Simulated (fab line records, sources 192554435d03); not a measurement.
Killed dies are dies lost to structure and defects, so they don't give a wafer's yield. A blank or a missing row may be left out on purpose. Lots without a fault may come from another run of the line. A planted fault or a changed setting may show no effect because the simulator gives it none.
Split-lot experiment | flow n5_finfet | 7 lots, 21 wafers read, on a route of 1938 steps

THE SPLIT
At N5_BEOL_M6_COAT_59 (time 60 s, resist thk 100 nm), the setting spin_rpm was moved away from the recipe's 1500 rpm on 5 of the 21 wafers read, by -4.7% to +7.7%. The other wafers ran this setting at the recipe's value.

FROM THE SPLIT TO THE READING: what the file shows between them, 1 step
- N5_BEOL_M6_ETCH_61: etches SiARC in CF4, target depth 45.5 nm, time 75.8 s (also split here: bias_w)

THE READING
etch.depth_nm (the simulator's own value, which no gauge read), in nm, at N5_BEOL_M6_ETCH_62 (etches SOC in N2/H2, target depth 110 nm, overetch 22 nm, time 165 s). The file gives no usual value for it. The 16 wafers here that ran the recipe average 99.96 nm, standard deviation 0.27 nm.

wafer  | tool, chamber at the split | spin_rpm as run, rpm | against the recipe | etch.depth_nm, nm | against lot-mates on the recipe
L074.2 | litho_track-04, 0          | 1500                 | recipe             | 100.2             | -
L074.3 | litho_track-04, 0          | 1454                 | -3.1%              | 101.6             | +1.54
L074.4 | litho_track-04, 0          | 1500                 | recipe             | 99.91             | -
L080.2 | litho_track-02, 0          | 1500                 | recipe             | 100.2             | -
L080.6 | litho_track-02, 0          | 1500                 | recipe             | 100.2             | -
L080.3 | litho_track-02, 0          | 1500                 | recipe             | 100.3             | -
L082.4 | litho_track-04, 0          | 1500                 | recipe             | 100.1             | -
L082.5 | litho_track-04, 0          | 1430                 | -4.7%              | 102.8             | +2.60
L082.6 | litho_track-04, 0          | 1500                 | recipe             | 100.3             | -
L086.1 | litho_track-02, 0          | 1500                 | recipe             | 99.73             | -
L086.4 | litho_track-02, 0          | 1500                 | recipe             | 99.7              | -
L086.5 | litho_track-02, 0          | 1500                 | recipe             | 99.91             | -
L089.1 | litho_track-01, 0          | 1615                 | +7.7%              | 96.34             | -3.53
L089.4 | litho_track-01, 0          | 1500                 | recipe             | 99.65             | -
L089.6 | litho_track-01, 0          | 1500                 | recipe             | 100.1             | -
L091.1 | litho_track-04, 0          | 1500                 | recipe             | 99.72             | -
L091.4 | litho_track-04, 0          | 1500                 | recipe             | 99.6              | -
L091.6 | litho_track-04, 0          | 1500                 | recipe             | 99.48             | -
L093.3 | litho_track-01, 0          | 1500                 | recipe             | 100.3             | -
L093.4 | litho_track-01, 0          | 1454                 | -3.1%              | 101.7             | +1.40
L093.6 | litho_track-01, 0          | 1454                 | -3.1%              | 101.6             | +1.30

THE FIT
A straight line over all 21 wafers: etch.depth_nm changes by -0.516 nm for each +1% of spin_rpm; r = -0.98; the points scatter about the line by 0.28 nm.
The same after taking each lot's own level away (the mean of its wafers on the recipe; 21 wafers): -0.479 nm for each +1%; r = -0.99; scatter 0.15 nm.
On that fit, the largest move of spin_rpm shifts the reading by 3.7 nm.
The lots' own levels span 99.600 to 100.300 nm, that is 2.6 times the standard deviation above.
So the lot-to-lot level changes the slope little: the two slopes agree.
Check: with one of the wafers moved furthest among these (+7.7%) left out of the fit, the line predicts -3.88 nm for it against its lot-mates. It came out at -3.53 nm against them.

OTHER SPLITS ON THESE WAFERS
These wafers also went through other splits before the reading. Each is held against what the fit with the lots' levels taken away leaves over:
other split on the same wafers | wafers away from the commonest value | r with etch.depth_nm (lot level and that fit taken away)
N5_BEOL_M3_COAT_68 spin_rpm    | 4                                    | +0.23
N5_BEOL_M6_ETCH_61 bias_w      | 5                                    | -0.17

THE WHOLE CHAIN: every reading that the file lists as answering this split, in the file's order
step               | what it does                                                         | reading                                                                        | change (the file's fit)               | r (the file's)
N5_BEOL_M6_COAT_59 | time 60 s, resist thk 100 nm                                         | SOC_of_BEOL_M6_COAT_59.thk_nm (the simulator's own value, which no gauge read) | -0.476 nm for each +1% of the setting | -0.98
N5_BEOL_M6_ETCH_62 | etches SOC in N2/H2, target depth 110 nm, overetch 22 nm, time 165 s | etch.depth_nm (the simulator's own value, which no gauge read)                 | -0.482 nm for each +1% of the setting | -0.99

THE FILE'S OWN FIT
etch.depth_nm changes by -0.482 nm for each +1% of spin_rpm, r = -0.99.
